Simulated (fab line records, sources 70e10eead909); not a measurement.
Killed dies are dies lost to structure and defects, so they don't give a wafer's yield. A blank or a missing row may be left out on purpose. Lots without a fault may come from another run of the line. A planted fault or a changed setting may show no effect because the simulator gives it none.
Which tool did it? | flow nand_harc | 24 lots, 72 wafers sampled, at 2 steps of a route of 1159

WHAT THE GAUGES READ, wafer by wafer
NHARC_A_ONON_D1_THK_MEAS_18: measures by ellipsometry. Usual: thk_nm 1001 nm, standard deviation 7.4.
lot  | measured     | on            | thk_nm (nm)    | flag
L074 | day 7 22:26  | film_metro-02 | 998 995 995    |
L075 | day 8 14:03  | film_metro-02 | 1015 1018 1016 |
L076 | day 8 14:05  | film_metro-01 | 994 994 997    |
L077 | day 8 14:03  | film_metro-01 | 999 1002 998   |
L078 | day 9 00:44  | film_metro-02 | 1003 1002 1004 |
L079 | day 9 05:40  | film_metro-02 | 1010 1010 1011 |
L080 | day 9 09:14  | film_metro-01 | 1012 1009 1011 |
L081 | day 9 09:14  | film_metro-02 | 1001 1000 1001 |
L083 | day 10 01:17 | film_metro-01 | 1000 1001 1001 |
L084 | day 10 01:16 | film_metro-01 | 1017 1016 1016 |
L082 | day 10 01:16 | film_metro-02 | 1005 1004 1004 |
L085 | day 10 20:32 | film_metro-01 | 1005 1005 1005 |
L087 | day 11 04:22 | film_metro-02 | 1002 1002 1001 |
L086 | day 11 04:23 | film_metro-01 | 994 997 994    |
L088 | day 12 00:58 | film_metro-01 | 993 992 993    |
L089 | day 12 01:19 | film_metro-01 | 1003 1002 1002 |
L090 | day 12 00:58 | film_metro-02 | 1006 1005 1006 |
L091 | day 12 00:58 | film_metro-02 | 986 988 986    |
L092 | day 12 08:44 | film_metro-02 | 995 994 995    |
L093 | day 12 08:44 | film_metro-01 | 995 996 995    |
L094 | day 13 07:49 | film_metro-02 | 1002 1004 1003 |
L095 | day 13 08:10 | film_metro-01 | 999 1000 999   |
L096 | day 13 07:49 | film_metro-01 | 993 992 993    |
L097 | day 13 07:50 | film_metro-02 | 991 991 992    |

WHICH TOOL RAN EACH LOT (tool, then ch and the chambers of the sampled wafers, then the start)
lot  | NHARC_P_BONDPAD_ACTIVATE_29
L074 | rie_diel-02 ch 0,2, day 6 13:50
L075 | rie_diel-02 ch 1,2,3, day 7 02:37
L076 | rie_diel-02 ch 0,1,3, day 7 03:34
L077 | rie_diel-02 ch 0,1,2, day 7 04:01
L078 | rie_diel-11 ch 0,3, day 7 11:40
L079 | rie_diel-02 ch 2,3, day 7 20:43
L080 | rie_diel-02 ch 0,1,3, day 7 23:44
L081 | rie_diel-02 ch 1,2,3, day 8 00:07
L083 | rie_diel-02 ch 0,1,3, day 8 14:55
L084 | rie_diel-02 ch 2,3, day 8 15:13
L082 | rie_diel-05 ch 0,2,3, day 8 16:12
L085 | rie_diel-02 ch 0,1,3, day 9 08:09
L087 | rie_diel-02 ch 0,2, day 9 17:25
L086 | rie_diel-02 ch 0,2,3, day 9 18:37
L088 | rie_diel-02 ch 0,1,2, day 10 12:40
L089 | rie_diel-05 ch 2,3, day 10 15:59
L090 | rie_diel-05 ch 0,1,2, day 10 16:45
L091 | rie_diel-02 ch 1,3, day 10 17:25
L092 | rie_diel-05 ch 0,1,3, day 10 22:09
L093 | rie_diel-02 ch 0,1,3, day 10 22:21
L094 | rie_diel-05 ch 0,3, day 11 21:13
L095 | rie_diel-05 ch 1,2,3, day 11 21:22
L096 | rie_diel-02 ch 0,2, day 11 23:26
L097 | rie_diel-02 ch 2,3, day 12 00:01
- NHARC_P_BONDPAD_ACTIVATE_29: chemistry N2, time 60 s.

WHAT THE TOOLS THEMSELVES READ (means of the sampled wafers that have a number; where no wafer has one, the mark that the record gives instead)
NHARC_P_BONDPAD_ACTIVATE_29. Usual: drypump_motor_current_A 5.8 A, standard deviation 0.65; mfc_ar_sccm 0.005 sccm, standard deviation 0.0083; oes_product_au 0.999 a.u., standard deviation 0.011; rf_vpp_V 64.2 V, standard deviation 0.95; showerhead_plenum_p_Torr 1.78 Torr, standard deviation 0.081.
lot  | tool        | drypump_motor_current_A (A) | mfc_ar_sccm (sccm) | oes_product_au (a.u.) | rf_vpp_V (V) | showerhead_plenum_p_Torr (Torr) | flag
L074 | rie_diel-02 | 5.8                         | 0.000              | 1.008                 | 64.1         | 1.81                            |
L075 | rie_diel-02 | 6.0                         | 0.007              | 1.000                 | 64.3         | 1.85                            |
L076 | rie_diel-02 | 5.6                         | 0.007              | 0.993                 | 64.7         | 1.78                            |
L077 | rie_diel-02 | 5.5                         | 0.000              | 1.001                 | 64.9         | 1.80                            |
L078 | rie_diel-11 | 6.3                         | 0.005              | 0.996                 | 63.2         | 1.68                            |
L079 | rie_diel-02 | 6.3                         | 0.007              | 0.999                 | 65.4         | 1.86                            |
L080 | rie_diel-02 | 5.6                         | 0.007              | 0.996                 | 64.6         | 1.78                            |
L081 | rie_diel-02 | 6.0                         | 0.007              | 0.991                 | 64.5         | 1.84                            |
L083 | rie_diel-02 | 5.6                         | 0.007              | 1.005                 | 64.7         | 1.78                            |
L084 | rie_diel-02 | 6.5                         | 0.014              | 0.993                 | 65.0         | 1.84                            |
L082 | rie_diel-05 | 5.8                         | 0.002              | 0.999                 | 64.1         | 1.70                            |
L085 | rie_diel-02 | 5.6                         | 0.007              | 1.000                 | 64.6         | 1.78                            |
L087 | rie_diel-02 | 5.4                         | 0.000              | 1.003                 | 64.7         | 1.74                            |
L086 | rie_diel-02 | 5.9                         | 0.007              | 0.997                 | 64.3         | 1.79                            |
L088 | rie_diel-02 | 5.5                         | 0.000              | 1.005                 | 64.0         | 1.79                            |
L089 | rie_diel-05 | 6.2                         | 0.001              | 0.997                 | 63.5         | 1.68                            |
L090 | rie_diel-05 | 5.6                         | 0.002              | 0.991                 | 64.5         | 1.73                            |
L091 | rie_diel-02 | 6.1                         | 0.014              | 0.997                 | 64.6         | 1.82                            |
L092 | rie_diel-05 | 5.7                         | 0.001              | 0.998                 | 63.8         | 1.72                            |
L093 | rie_diel-02 | 5.6                         | 0.007              | 1.018                 | 64.0         | 1.77                            |
L094 | rie_diel-05 | 5.4                         | 0.003              | 1.006                 | 64.1         | 1.71                            |
L095 | rie_diel-05 | 6.1                         | 0.000              | 0.999                 | 63.7         | 1.69                            |
L096 | rie_diel-02 | 5.8                         | 0.000              | 0.994                 | 64.0         | 1.80                            |
L097 | rie_diel-02 | 6.5                         | 0.014              | 0.991                 | 63.9         | 1.83                            |

THE ANSWER, worked out from the rows above alone
Rule: a lot is off if the mean of its wafers that have a number lies more than 3 standard deviations from the usual mean. A lot without any number at a reading at which 4 lots or more have one is off too. The other lots that the step has rows for count as sound. The gauges are gone through in route order, then the tools' own readings, and for those a lot's mean is taken as printed above. The first step at which some lot is off is used, and at that step the reading that is off furthest; a lot without a number counts as furthest.
No lot is off at any reading shown: from this, nothing can be told.

WHAT THE SIMULATOR HAD PUT IN
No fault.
